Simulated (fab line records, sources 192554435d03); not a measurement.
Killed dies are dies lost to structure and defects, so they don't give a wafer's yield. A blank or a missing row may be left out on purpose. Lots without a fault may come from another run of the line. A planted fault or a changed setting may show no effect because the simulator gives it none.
Chamber matching | flow n5_finfet | N5_BEOL_M10_ETCH_65 on rie_diel-04: 4 sister chambers
The step etches SiARC in CF4, target depth 39 nm, time 65 s. 4 wafers are shown with their chamber, then 7 later ones without.

WAFERS WITH THEIR CHAMBER
wafer  | chamber | showerhead_plenum_p_Torr (Torr)
L088.4 | 3       | 2.02
L089.6 | 2       | 2.17
L093.3 | 0       | 2.06
L093.4 | 1       | 2.16

WAFERS WITHOUT THEIR CHAMBER
wafer  | showerhead_plenum_p_Torr (Torr)
L093.5 | 2.17
L094.1 | 2.06
L094.2 | 2.02
L094.4 | 2.16
L097.2 | 2.16
L097.3 | 2.05
L097.6 | 2.05

WHICH CHAMBER EACH WENT THROUGH
wafer  | from the rows above     | in truth
L093.5 | can't be placed: 2 or 1 | 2
L094.1 | 0                       | 0
L094.2 | 3                       | 3
L094.4 | can't be placed: 1 or 2 | 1
L097.2 | can't be placed: 1 or 2 | 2
L097.3 | 0                       | 0
L097.6 | 0                       | 0
Placed correctly: 4 of 7. Can't be placed from these rows: 3 (the true chamber is among the candidates in 3). Placed wrongly: 0.
How it was worked out, from the rows above alone: a wafer's distance from a chamber is the root of the sum, over the readings, of the square of ((its reading less the chamber's mean) divided by the reading's scatter). The wafer belongs to the nearest chamber; if the next one is less than 2 further off, it can't be placed. A chamber's mean is the mean of its shown wafers. The scatter: with one shown wafer a chamber, the root of the mean of the squares of how far each hidden wafer lies from its nearest shown one.
